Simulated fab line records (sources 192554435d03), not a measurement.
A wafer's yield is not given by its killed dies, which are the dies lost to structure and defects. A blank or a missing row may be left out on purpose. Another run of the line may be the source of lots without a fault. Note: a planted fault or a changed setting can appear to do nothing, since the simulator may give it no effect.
One fault through the eyes of 2 desks || flow n5 finfet || every desk sees just its own numbers, and what lay behind them comes last

== THE DEFECT DESK ==
For each lot, the counts of the inspections along the route, averaged over the sampled wafers that have a number. Marked OUT: a lot whose mean sits more than 4 standard deviations from the usual mean, which makes it out of limits; the brackets give that distance.
Columns: A = raw defect count at N5_BEOL_M15_INSPECT_30, usual 2.2
{"lot": "L564", "first seen here": "day 11 21:01", "A": 1.7}
{"lot": "L565", "first seen here": "day 12 02:17", "A": 1.3}
{"lot": "L569", "first seen here": "day 13 02:02", "A": 2.7}
{"lot": "L571", "first seen here": "day 13 11:53", "A": 2.7}
{"lot": "L573", "first seen here": "day 14 08:23", "A": 2.0}
{"lot": "L574", "first seen here": "day 14 08:44", "A": 1.3}
{"lot": "L577", "first seen here": "day 15 04:17", "A": 2.3}
{"lot": "L579", "first seen here": "day 15 14:55", "A": 2.7}
{"lot": "L585", "first seen here": "day 16 18:19", "A": 3.0}
{"lot": "L587", "first seen here": "day 18 13:16", "A": 2.0}
Result from this desk: across the 10 lots, nothing is out of limits.

== FOR THE TOOL OWNER'S DESK: pvd sputter-02 ==
The tool's own readings at N5_BEOL_M15_SPUTTER_44 (material Ta, target thk 15 nm, time 24.19 s): means of the sampled wafers that have a number, for each lot that ran on this tool. Marked OUT: a lot whose mean sits more than 4 standard deviations from the usual mean, which makes it out of limits; the brackets give that distance.
Columns: A = throttle valve pct at N5_BEOL_M15_SPUTTER_44, usual 30.1 %
{"lot": "L565", "first seen here": "day 12 05:38", "A": 29.4}
{"lot": "L571", "first seen here": "day 13 14:12", "A": 29.2}
{"lot": "L585", "first seen here": "day 16 19:41", "A": 29.3}
Result from this desk: across the 3 lots, nothing is out of limits.

== BROUGHT TOGETHER ==
The defect desk saw nothing out of limits.
The desk of the tool owner found nothing out of limits.

== WHAT THE SIMULATOR HAD INSERTED ==
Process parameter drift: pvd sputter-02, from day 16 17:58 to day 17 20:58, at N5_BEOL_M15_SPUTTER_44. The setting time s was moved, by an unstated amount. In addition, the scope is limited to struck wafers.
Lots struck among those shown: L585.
